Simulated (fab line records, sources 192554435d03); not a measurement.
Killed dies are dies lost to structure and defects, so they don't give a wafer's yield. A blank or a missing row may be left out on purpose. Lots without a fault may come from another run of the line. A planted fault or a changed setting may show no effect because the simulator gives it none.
Which tool did it? | flow n5_finfet | 11 lots, 32 wafers sampled, at 3 steps of a route of 1938

WHAT THE GAUGES READ, wafer by wafer
N5_BEOL_M10_INSPECT_58: inspects for defects (darkfield).
lot  | measured     | on                | raw_defect_count
L741 | day 11 20:36 | defect_inspect-01 | 49 44 40
L744 | day 12 02:07 | defect_inspect-02 | 91 52 77
L745 | day 12 03:10 | defect_inspect-01 | 56 61
L748 | day 13 00:59 | defect_inspect-01 | 103 112 61
L749 | day 13 11:13 | defect_inspect-02 | 104 117 46
L751 | day 13 18:55 | defect_inspect-02 | 69 71 73
L752 | day 14 09:34 | defect_inspect-02 | 67 58 85
L762 | day 16 20:15 | defect_inspect-01 | 39 30 27
L760 | day 17 01:21 | defect_inspect-01 | 47 72 66
L763 | day 17 18:32 | defect_inspect-01 | 45 51 87
L764 | day 18 03:53 | defect_inspect-02 | 73 52 58

WHICH TOOL RAN EACH LOT (tool, then ch and the chambers of the sampled wafers, then the start)
lot  | N5_BEOL_M10_VIA_ETCH_34            | N5_BEOL_M10_STRIP_36
L741 | rie_diel-03 ch 0,1,2, day 11 16:16 | rie_diel-03 ch 0,1,2, day 11 16:20
L744 | rie_diel-03 ch 0,1,3, day 11 23:32 | rie_diel-03 ch 0,1,3, day 11 23:35
L745 | rie_diel-05 ch 1,3, day 11 23:52   | rie_diel-05 ch 1,3, day 11 23:55
L748 | rie_diel-04 ch 0,1,3, day 12 20:26 | rie_diel-04 ch 0,1,3, day 12 20:31
L749 | rie_diel-03 ch 0,1,2, day 13 05:12 | rie_diel-03 ch 0,1,2, day 13 05:16
L751 | rie_diel-05 ch 0,1,3, day 13 15:49 | rie_diel-05 ch 0,1,3, day 13 15:53
L752 | rie_diel-05 ch 0,1, day 14 05:45   | rie_diel-05 ch 0,1, day 14 05:49
L762 | rie_diel-03 ch 1,2,3, day 16 14:17 | rie_diel-03 ch 1,2,3, day 16 14:20
L760 | rie_diel-05 ch 0,2,3, day 16 21:56 | rie_diel-05 ch 0,2,3, day 16 21:59
L763 | rie_diel-03 ch 0,1,2, day 17 13:43 | rie_diel-03 ch 0,1,2, day 17 13:47
L764 | rie_diel-04 ch 0,2, day 18 01:08   | rie_diel-04 ch 0,2, day 18 01:12
- N5_BEOL_M10_VIA_ETCH_34: etches SiCOH lowk in C4F6/O2, target depth 184.5 nm, time 69.2 s.
- N5_BEOL_M10_STRIP_36: strips in N2/H2.

THE ANSWER, worked out from the rows above alone
Rule: what is usual is taken from the lots themselves. Put in order of their means at a reading, lots are off if they are a third of the lots or fewer, leave a main group of 4 or more, and stand apart from it by a gap of 3 or more times the standard deviation of the main group's means; of several such gaps the widest counts. A main group whose means are all the same, to the digits that the tables above print for the reading, isn't used. A lot without any number at a reading at which 4 lots or more have one is off too. The other lots that the step has rows for count as sound.
No lot is off at any reading shown: from this, nothing can be told.

WHAT THE SIMULATOR HAD PUT IN
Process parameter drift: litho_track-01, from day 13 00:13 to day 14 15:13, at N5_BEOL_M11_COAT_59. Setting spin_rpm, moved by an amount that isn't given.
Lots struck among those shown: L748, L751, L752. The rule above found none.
